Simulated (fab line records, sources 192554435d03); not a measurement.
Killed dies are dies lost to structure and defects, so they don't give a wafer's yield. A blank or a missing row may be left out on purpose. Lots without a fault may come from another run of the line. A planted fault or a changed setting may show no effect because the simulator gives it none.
fab line records | flow n5_finfet | part 1 of 2: steps 1 to 26 of 34
record lots=5 wafers=15 last_day=17
route steps=1938 shown WELL_APT@36 PMOS_HMC_CHANNEL_EPI@57
lots that met no fault: from a run of the same line without faults
start_h: hours from the record's first day to the start of the lot's first wafer shown | wait_h: hours since the lot's step before | " the same as in the row above | L1.1+2: a row that stands for several wafers | - no value, or no start given | * or withheld: withheld | < > ~ a bound
route shown NAME@n: a module of which the file shows steps, and the number in the route of the first | usual: mean/standard deviation of fault-free wafers | same: alike in all rows | chamber/n: place in a boat | sites: the reading at each site | _std_site: their standard deviation | _edge_site: outer sites' mean less inner sites' | radius_mm: how far each site lies from the wafer's centre | mask NAME#n: copy n | behind: the tool/chamber that last shaped the wafer | hold: why the lot was held/for how many hours/how that ended | device: the transistor (n, p or np) that didn't switch | end of line: the same wafers' tests at the end of the route | a step without rows: its recipe alone | killed: dies lost to structure and defects at the first sort, not the wafer's yield | map: a wafer's dies, x killed, . not, _ none there
set.NAME: the setting as run; set.NAME@STEP: as run at that earlier step | model.NAME: the simulator's own value behind a step, which no gauge read
lots at some steps of the route; a table a step, a row a wafer
services: from which hour (start_h, from the record's first day; less than 0 if before it) a tool's chamber was out of use, for how many hours, and why
## steps
# step N5_WELL_APT_COAT_19
# recipe spin_rpm=1357 resist_thk_nm=950
# usual chill_plate_temp_C=23.02/0.12 spin_speed_rpm=1357.2/0.88
# columns lot.wafer tool chamber start_h wait_h chill_plate_temp_C spin_speed_rpm
L080.1 litho_track-03 0 - - 23.12 1356.9
L080.3 " 0 " " 23.05 1356.8
L080.6 " 0 " " 23.07 1357.2
L086.1 litho_track-01 0 - - 23.13 1358.3
L086.2 " 0 " " 22.75 1355.3
L086.5 " 0 " " 23.03 1355.9
L088.1 litho_track-01 0 - - 23.07 1355.0
L088.2 " 0 " " 23.29 1355.8
L088.5 " 0 " " 23.50 1356.6
L094.1 litho_track-03 0 - - 23.14 1357.7
L094.4 " 0 " " 23.05 1358.9
L094.5 " 0 " " 23.17 1357.3
L095.4 litho_track-03 0 - - 23.10 1356.5
L095.5 " 0 " " 23.00 1357.2
L095.6 " 0 " " 23.13 1356.8
# step N5_WELL_APT_EBR_21
# recipe solvent=PGMEA ebr_width_mm=1.5
# usual chill_plate_temp_C=22.98/0.11
# columns lot.wafer tool chamber start_h wait_h chill_plate_temp_C
L080.1 litho_track-03 0 - - 22.90
L080.3 " 0 " " 22.93
L080.6 " 0 " " 23.00
L086.1 litho_track-01 0 - - 22.90
L086.2 " 0 " " 23.02
L086.5 " 0 " " 22.94
L088.1 litho_track-01 0 - - 23.01
L088.2 " 0 " " 22.82
L088.5 " 0 " " 22.86
L094.1 litho_track-03 0 - - 22.90
L094.4 " 0 " " 23.09
L094.5 " 0 " " 23.14
L095.4 litho_track-03 0 - - 23.03
L095.5 " 0 " " 22.87
L095.6 " 0 " " 23.18
# step N5_WELL_APT_SOFTBAKE_20
# recipe temp_c=130 time_s=60
# usual chill_plate_temp_C=22.97/0.11
# columns lot.wafer tool chamber start_h wait_h chill_plate_temp_C
L080.1 litho_track-03 0 - - 22.77
L080.3 " 0 " " 22.98
L080.6 " 0 " " 22.99
L086.1 litho_track-01 0 - - 23.06
L086.2 " 0 " " 23.00
L086.5 " 0 " " 23.04
L088.1 litho_track-01 0 - - 23.07
L088.2 " 0 " " 23.06
L088.5 " 0 " " 23.10
L094.1 litho_track-03 0 - - 23.13
L094.4 " 0 " " 23.15
L094.5 " 0 " " 23.14
L095.4 litho_track-03 0 - - 22.78
L095.5 " 0 " " 22.89
L095.6 " 0 " " 22.82
# step N5_WELL_APT_EXPOSE_22
# recipe mask_id=PWELL na=0.8 source_shape=conventional sigma_outer=0.8 polarization=unpolarized defocus_nm=0 target_cd_nm=200 dose_mj=23.2
# same sigma_outer=0.8
# columns lot.wafer tool chamber start_h wait_h mask
L080.1+3+6 krf_scanner-02 0 50.68 - PWELL#0
L086.1+2+5 krf_scanner-01 0 87.17 - PWELL#0
L088.1+2+5 krf_scanner-02 0 99.09 - PWELL#0
L094.1+4+5 krf_scanner-02 0 135.08 - PWELL#0
L095.4+5+6 krf_scanner-01 0 140.78 - PWELL#0
# step N5_WELL_APT_PEB_23
# recipe peb_temp_c=130 peb_time_s=90
# usual chill_plate_temp_C=23.00/0.099
# columns lot.wafer tool chamber start_h wait_h chill_plate_temp_C
L080.1 litho_track-05 0 50.74 0.1 23.10
L080.3 " 0 " " 22.90
L080.6 " 0 " " 22.93
L086.1 litho_track-05 0 87.23 0.1 23.18
L086.2 " 0 " " 23.18
L086.5 " 0 " " 23.11
L088.1 litho_track-05 0 99.14 0.1 22.97
L088.2 " 0 " " 23.08
L088.5 " 0 " " 22.99
L094.1 litho_track-03 0 135.14 0.1 23.09
L094.4 " 0 " " 22.87
L094.5 " 0 " " 23.00
L095.4 litho_track-01 0 140.82 0.0 23.01
L095.5 " 0 " " 23.23
L095.6 " 0 " " 22.96
# step N5_WELL_APT_DEVELOP_24
# recipe develop_time_s=45 rinse_liquid=surfactant_rinse dry=air_spin dev_temp_c=21
# usual chill_plate_temp_C=23.00/0.12
# columns lot.wafer tool chamber start_h wait_h chill_plate_temp_C
L080.1 litho_track-05 0 - - 23.11
L080.3 " 0 " " 23.20
L080.6 " 0 " " 22.94
L086.1 litho_track-05 0 - - 22.98
L086.2 " 0 " " 23.05
L086.5 " 0 " " 22.95
L088.1 litho_track-05 0 - - 22.93
L088.2 " 0 " " 22.79
L088.5 " 0 " " 22.95
L094.1 litho_track-03 0 - - 23.13
L094.4 " 0 " " 22.91
L094.5 " 0 " " 22.99
L095.4 litho_track-01 0 - - 22.80
L095.5 " 0 " " 22.94
L095.6 " 0 " " 22.94
# step N5_WELL_APT_HARDBAKE_29
# recipe temp_c=130 time_s=120
# usual chill_plate_temp_C=22.99/0.098
# columns lot.wafer tool chamber start_h wait_h chill_plate_temp_C
L080.1 litho_track-05 0 - - 22.94
L080.3 " 0 " " 23.00
L080.6 " 0 " " 23.01
L086.1 litho_track-05 0 - - 23.03
L086.2 " 0 " " 22.98
L086.5 " 0 " " 23.01
L088.1 litho_track-05 0 - - 23.04
L088.2 " 0 " " 22.95
L088.5 " 0 " " 23.06
L094.1 litho_track-03 0 - - 23.09
L094.4 " 0 " " 23.04
L094.5 " 0 " " 23.11
L095.4 litho_track-01 0 - - 23.02
L095.5 " 0 " " 22.88
L095.6 " 0 " " 22.98
# step N5_WELL_APT_CD_MEAS_25
# recipe target_cd_nm=200 landing_energy_ev=500 detector=se_inlens
# usual cd_nm=200.3/2
# columns lot.wafer tool chamber start_h wait_h cd_nm
L080.1 cd_sem-01 0 50.86 - 201.6
L080.3 " 0 " " 197.8
L080.6 " 0 " " 198.3
L086.1 cd_sem-02 0 87.34 - 199.7
L086.2 " 0 " " 199.0
L086.5 " 0 " " 202.9
L088.1 cd_sem-03 0 99.26 - 200.9
L088.2 " 0 " " 198.9
L088.5 " 0 " " 201.2
L094.1 cd_sem-02 0 135.26 - 199.9
L094.4 " 0 " " 203.3
L094.5 " 0 " " 204.2
L095.4 cd_sem-02 0 140.94 - 201.9
L095.5 " 0 " " 200.3
L095.6 " 0 " " 199.5
# step N5_WELL_APT_OVL_MEAS_26
# recipe points_per_wafer=44
# usual PWELL_OVL=-1/5.5
# columns lot.wafer tool chamber start_h wait_h PWELL_OVL[nm]
L080.1 overlay-02 0 50.89 0.0 7
L080.3 " 0 " " 3
L080.6 " 0 " " 4
L086.1 overlay-02 0 87.37 0.0 -3
L086.2 " 0 " " -1
L086.5 " 0 " " 4
L088.1 overlay-01 0 99.29 0.0 -2
L088.2 " 0 " " 6
L088.5 " 0 " " 1
L094.1 overlay-02 0 135.29 0.0 -4
L094.4 " 0 " " 5
L094.5 " 0 " " 4
L095.4 overlay-02 0 140.96 0.0 -8
L095.5 " 0 " " -1
L095.6 " 0 " " -5
# step N5_WELL_APT_INSPECT_27
# recipe mode=adi inspect_instrument=macro
# usual raw_defect_count=2.2/1.4
# columns lot.wafer tool chamber start_h wait_h raw_defect_count
L080.1 defect_inspect-02 - 50.91 0.0 3
L080.3 " - " " 0
L080.6 " - " " 2
L086.1 defect_inspect-02 - 87.40 0.0 2
L086.2 " - " " 2
L086.5 " - " " 1
L088.1 defect_inspect-01 - 99.31 0.0 2
L088.2 " - " " 1
L088.5 " - " " 0
L094.1 defect_inspect-01 - 135.31 0.0 1
L094.4 " - " " 0
L094.5 " - " " 2
L095.4 defect_inspect-02 - 140.99 0.0 0
L095.5 " - " " 2
L095.6 " - " " 4
# step N5_WELL_APT_DESCUM_30
# recipe chemistry=O2 time_s=7.9 source_power_w=50 bias_power_w=20 pressure_mtorr=20 rf_frequency_hz=2.712e+07 temp_c=40 o2_flow_sccm=225
# usual drypump_motor_current_A=5.6/0.48 oes_product_au=0.77/0.09 rf_vpp_V=243.1/1.5 showerhead_plenum_p_Torr=2.09/0.075 throttle_valve_pct=20.49/0.27
# columns lot.wafer tool chamber start_h wait_h drypump_motor_current_A oes_product_au rf_hours_counter_h rf_vpp_V showerhead_plenum_p_Torr throttle_valve_pct
L080.1 rie_diel-06 0 50.94 0.0 5.7 0.95 10 245.8 2.24 20.16
L080.3 " 1 " " 6.2 0.68 229 242.3 2.06 20.46
L080.6 " 2 " " 5.6 0.74 - 245.2 2.18 20.81
L086.1 rie_diel-06 3 87.52 0.1 5.6 0.86 56 242.1 2.03 20.42
L086.2 " 1 " " 6.2 0.67 242 243.9 2.06 20.50
L086.5 " 3 " " 5.6 0.85 - 242.0 2.03 20.41
L088.1 rie_diel-02 0 99.78 0.5 5.5 0.96 6 245.5 2.25 20.34
L088.2 " 2 " " 5.8 0.68 249 243.7 2.15 20.59
L088.5 " 2 " " 5.8 0.68 - 244.7 2.15 20.58
L094.1 rie_diel-01 0 135.37 0.1 4.7 0.74 186 242.2 2.06 20.17
L094.4 " 2 " " 6.2 0.69 246 244.5 2.14 20.59
L094.5 " 3 " " 5.3 0.92 - 243.8 2.03 20.16
L095.4 rie_diel-01 0 141.02 0.0 4.7 0.74 187 243.8 2.06 20.18
L095.5 " 1 " " 5.0 0.73 - 241.0 2.03 21.06
L095.6 " 0 " " 4.7 0.73 - 241.4 2.06 20.16
# step N5_WELL_APT_IMPLANT_31
# recipe species=B energy_kev=60 dose_cm2=1.5e+13 tilt_deg=0 rotation_deg=0
# columns lot.wafer tool chamber start_h wait_h
L080.1+3+6 implanter-02 0 51.04 0.1
L086.1+2+5 implanter-02 0 87.62 0.1
L088.1+2+5 implanter-01 0 99.88 0.1
L094.1+4+5 implanter-02 0 135.47 0.1
L095.4+5+6 implanter-01 0 141.21 0.2
# step N5_WELL_APT_IMPLANT_32
# recipe species=BF2 energy_kev=50 dose_cm2=2e+13 tilt_deg=0 rotation_deg=0
# columns lot.wafer tool chamber start_h wait_h
L080.1+3+6 implanter-02 0 51.22 0.1
L086.1+2+5 implanter-02 0 87.80 0.1
L088.1+2+5 implanter-01 0 100.06 0.1
L094.1+4+5 implanter-02 0 135.65 0.1
L095.4+5+6 implanter-01 0 141.39 0.1
# step N5_WELL_APT_STRIP_33
# recipe chemistry=SPM time_s=900 temp_c=130 h2so4_h2o2_vol_ratio=4 dry=ipa_marangoni
# columns lot.wafer tool chamber start_h wait_h
L080.1+3+6 wet_bench-03 3,5,2 51.45 0.2
L086.1+2+5 wet_bench-03 3,0,2 88.01 0.2
L088.1+2+5 wet_bench-01 5,6,4 100.29 0.2
L094.1+4+5 wet_bench-05 3,5,4 135.86 0.2
L095.4+5+6 wet_bench-01 5,7,0 141.52 0.1
# step N5_WELL_APT_RTA_34
# recipe temp_c=1000 time_s=10 ambient=N2 idle_temp_c=600 ramp_up_c_per_s=150 ramp_down_c_per_s=60 cool_to_c=600
# usual anneal_temp_c_max=1003.7/1.2 lamp_power_pct=13.00/0.055 lamp_zone_3_pct=12.996/0.025 lamp_zone_4_pct=12.997/0.026 wafer_temp_C_max=1003.5/1.1
# columns lot.wafer tool chamber start_h wait_h anneal_temp_c_max lamp_power_pct lamp_zone_3_pct lamp_zone_4_pct wafer_temp_C_max
L080.1 rtp_anneal-01 0 51.77 0.0 1003.4 13.08 13.018 12.996 1004.5
L080.3 " 0 " " 1002.7 13.09 12.968 13.020 1003.3
L080.6 " 0 " " 1002.4 13.19 12.973 13.007 1004.0
L086.1 rtp_anneal-01 0 88.54 0.0 1003.5 13.05 12.954 13.012 1001.9
L086.2 " 0 " " 1002.7 12.97 12.978 12.977 1003.1
L086.5 " 0 " " 1002.2 13.14 13.030 12.977 1004.1
L088.1 rtp_anneal-02 0 100.56 0.0 1006.2 13.08 13.015 13.056 1004.0
L088.2 " 0 " " 1006.2 12.96 12.983 12.933 1004.0
L088.5 " 0 " " 1004.9 13.11 13.001 13.000 1004.7
L094.1 rtp_anneal-02 0 136.13 0.0 1004.1 12.99 13.033 13.015 1003.3
L094.4 " 0 " " 1004.5 12.99 13.003 12.959 1003.2
L094.5 " 0 " " 1005.5 13.01 12.985 12.967 1002.3
L095.4 rtp_anneal-01 0 141.86 0.1 1004.3 13.04 13.001 12.959 1004.9
L095.5 " 0 " " 1003.4 12.96 13.020 12.981 1004.5
L095.6 " 0 " " 1004.1 13.03 12.977 13.028 1004.8
# step N5_WELL_APT_OXIDE_STRIP_42
# recipe chemistry=dHF dilution=25:1 time_s=45 temp_c=25 target=SiO2 target_depth_a=120
# columns lot.wafer tool chamber start_h wait_h
L080.1+3+6 wet_bench-03 4,1,7 51.93 0.1
L086.1+2+5 wet_bench-01 0,1,7 88.68 0.1
L088.1+2+5 wet_bench-01 6,2,4 100.71 0.1
L094.1+4+5 wet_bench-01 6,2,1 136.28 0.1
L095.4+5+6 wet_bench-05 2,5,4 141.94 0.1
# step N5_WELL_APT_PRECLEAN_36
# recipe chemistry=O3/DIW time_s=45 temp_c=22 o3_ppm=10
# columns lot.wafer tool chamber start_h wait_h
L080.1+3+6 wet_bench-03 4,1,7 51.95 0.0
L086.1+2+5 wet_bench-01 0,1,7 88.70 0.0
L088.1+2+5 wet_bench-01 6,2,4 100.72 0.0
L094.1+4+5 wet_bench-01 6,2,1 136.29 0.0
L095.4+5+6 wet_bench-05 2,5,4 141.96 0.0
# step N5_WELL_APT_PRECLEAN_39
# recipe chemistry=dHF time_s=60 dilution=150:1 temp_c=25
# columns lot.wafer tool chamber start_h wait_h
L080.1+3+6 wet_bench-03 4,1,7 51.96 0.0
L086.1+2+5 wet_bench-01 0,1,7 88.71 0.0
L088.1+2+5 wet_bench-01 6,2,4 100.73 0.0
L094.1+4+5 wet_bench-01 6,2,1 136.30 0.0
L095.4+5+6 wet_bench-05 2,5,4 141.97 0.0
# step N5_WELL_APT_SRD_37
# recipe dry=ipa_marangoni do_ppb=5 time_s=30 temp_c=23 rinse_liquid=diw
# columns lot.wafer tool chamber start_h wait_h
L080.1+3+6 wet_bench-03 4,1,7 51.98 0.0
L086.1+2+5 wet_bench-01 0,1,7 88.72 0.0
L088.1+2+5 wet_bench-01 6,2,4 100.75 0.0
L094.1+4+5 wet_bench-01 6,2,1 136.32 0.0
L095.4+5+6 wet_bench-05 2,5,4 141.99 0.0
# step N5_WELL_APT_EPI_41
# recipe material=Si target_thk_a=500 temp_c=650 precursor=SiH4/H2 pressure_torr=20 time_s=297.7
# usual throttle_valve_pct=11.4/0.39
# columns lot.wafer tool chamber start_h wait_h throttle_valve_pct
L080.1 epi_rpcvd-01 0 52.03 0.0 11.7
L080.3 " 0 " " 11.8
L080.6 " 0 " " 11.6
L086.1 epi_rpcvd-01 0 88.77 0.0 11.8
L086.2 " 0 " " 11.7
L086.5 " 0 " " 11.9
L088.1 epi_rpcvd-04 0 100.80 0.0 11.0
L088.2 " 0 " " 10.7
L088.5 " 0 " " 10.8
L094.1 epi_rpcvd-04 0 136.37 0.0 11.1
L094.4 " 0 " " 11.1
L094.5 " 0 " " 10.8
L095.4 epi_rpcvd-03 0 142.43 0.4 11.6
L095.5 " 0 " " 11.6
L095.6 " 0 " " 11.7
# step N5_WELL_APT_INSPECT_38
# recipe inspect_instrument=darkfield mode=post_epi
# usual raw_defect_count=13/5.6
# columns lot.wafer tool chamber start_h wait_h raw_defect_count
L080.1 defect_inspect-01 - 52.67 0.5 7
L080.3 " - " " 7
L080.6 " - " " 8
L086.1 defect_inspect-02 - 89.41 0.5 21
L086.2 " - " " 27
L086.5 " - " " 18
L088.1 defect_inspect-02 - 101.43 0.5 13
L088.2 " - " " 9
L088.5 " - " " 9
L094.1 defect_inspect-01 - 137.21 0.7 9
L094.4 " - " " 19
L094.5 " - " " 18
L095.4 defect_inspect-02 - 142.77 0.2 13
L095.5 " - " " 22
L095.6 " - " " 12
# step N5_PMOS_HMC_CHANNEL_EPI_HM_DEP_34
# recipe material=SiO2 target_thk_a=360 temp_c=400 precursor=TEOS/O2 pressure_torr=6.5 rf_w=900 teos_flow_sccm=161.4 gas=O2 flow_sccm=2650 time_s=6.9
# usual heater_power_w=566/60 showerhead_plenum_p_Torr=8.347/0.028 throttle_valve_pct=19.2/1.4
# columns lot.wafer tool chamber start_h wait_h heater_power_w showerhead_plenum_p_Torr throttle_valve_pct
L080.1 pecvd-03 2 52.71 0.0 489 8.356 17.7
L080.3 " 1 " " 620 8.362 19.9
L080.6 " 1 " " 626 8.365 19.8
L086.1 pecvd-03 0 89.45 0.0 648 8.418 19.9
L086.2 " 1 " " 496 8.352 20.0
L086.5 " 2 " " 544 8.350 17.6
L088.1 pecvd-04 1 101.47 0.0 569 8.328 21.6
L088.2 " 2 " " 533 8.338 18.1
L088.5 " 2 " " 537 8.355 18.5
L094.1 pecvd-01 0 137.24 0.0 472 8.333 18.7
L094.4 " 2 " " 523 8.321 16.7
L094.5 " 0 " " 464 8.322 18.5
L095.4 pecvd-04 1 142.82 0.0 617 8.344 21.4
L095.5 " 2 " " 517 8.363 18.2
L095.6 " 0 " " 516 8.322 18.5
# step N5_PMOS_HMC_CHANNEL_EPI_COAT_31
# recipe resist=BARC temp_c=205 time_s=60 spin_rpm=1500 resist_thk_nm=66
# usual chill_plate_temp_C=22.99/0.11 spin_speed_rpm=1500.0/1.2
# columns lot.wafer tool chamber start_h wait_h chill_plate_temp_C spin_speed_rpm
L080.1 litho_track-02 0 52.76 0.0 22.99 1499.0
L080.3 " 0 " " 23.11 1499.3
L080.6 " 0 " " 22.92 1500.1
L086.1 litho_track-05 0 89.50 0.0 23.03 1499.7
L086.2 " 0 " " 22.94 1499.6
L086.5 " 0 " " 22.92 1499.5
L088.1 litho_track-02 0 101.53 0.0 22.93 1499.0
L088.2 " 0 " " 22.92 1501.5
L088.5 " 0 " " 22.97 1499.4
L094.1 litho_track-02 0 137.30 0.0 22.81 1501.0
L094.4 " 0 " " 22.87 1499.9
L094.5 " 0 " " 23.04 1501.8
L095.4 litho_track-02 0 142.86 0.0 23.05 1500.0
L095.5 " 0 " " 22.94 1499.6
L095.6 " 0 " " 23.13 1499.3
# step N5_PMOS_HMC_CHANNEL_EPI_COAT_03
# recipe resist=CAR-ArF-block spin_rpm=1500 resist_thk_nm=205
# usual chill_plate_temp_C=22.99/0.11 spin_speed_rpm=1499.9/1.1
# columns lot.wafer tool chamber start_h wait_h chill_plate_temp_C spin_speed_rpm
L080.1 litho_track-02 0 - - 22.98 1501.0
L080.3 " 0 " " 22.97 1499.1
L080.6 " 0 " " 22.73 1499.8
L086.1 litho_track-05 0 - - 22.79 1500.2
L086.2 " 0 " " 22.95 1499.2
L086.5 " 0 " " 22.97 1500.2
L088.1 litho_track-02 0 - - 23.10 1500.5
L088.2 " 0 " " 23.01 1501.0
L088.5 " 0 " " 23.03 1499.3
L094.1 litho_track-02 0 - - 23.02 1501.2
L094.4 " 0 " " 22.87 1502.6
L094.5 " 0 " " 22.81 1500.7
L095.4 litho_track-02 0 - - 22.95 1500.3
L095.5 " 0 " " 22.94 1499.2
L095.6 " 0 " " 22.98 1499.9
# step N5_PMOS_HMC_CHANNEL_EPI_EBR_05
# recipe solvent=PGMEA ebr_width_mm=1.5
# usual chill_plate_temp_C=23.01/0.1
# columns lot.wafer tool chamber start_h wait_h chill_plate_temp_C
L080.1 litho_track-02 0 - - 22.85
L080.3 " 0 " " 23.09
L080.6 " 0 " " 22.98
L086.1 litho_track-05 0 - - 23.08
L086.2 " 0 " " 22.99
L086.5 " 0 " " 23.18
L088.1 litho_track-02 0 - - 22.98
L088.2 " 0 " " 22.98
L088.5 " 0 " " 23.03
L094.1 litho_track-02 0 - - 23.00
L094.4 " 0 " " 22.98
L094.5 " 0 " " 23.07
L095.4 litho_track-02 0 - - 23.12
L095.5 " 0 " " 23.12
L095.6 " 0 " " 23.13
# step N5_PMOS_HMC_CHANNEL_EPI_SOFTBAKE_04
# recipe temp_c=110 time_s=60 resist=CAR-ArF-block
# usual chill_plate_temp_C=23.01/0.085
# columns lot.wafer tool chamber start_h wait_h chill_plate_temp_C
L080.1 litho_track-02 0 - - 23.05
L080.3 " 0 " " 22.97
L080.6 " 0 " " 22.96
L086.1 litho_track-05 0 - - 22.92
L086.2 " 0 " " 22.93
L086.5 " 0 " " 22.99
L088.1 litho_track-02 0 - - 23.10
L088.2 " 0 " " 22.95
L088.5 " 0 " " 23.05
L094.1 litho_track-02 0 - - 23.16
L094.4 " 0 " " 22.92
L094.5 " 0 " " 23.02
L095.4 litho_track-02 0 - - 22.88
L095.5 " 0 " " 22.91
L095.6 " 0 " " 23.05
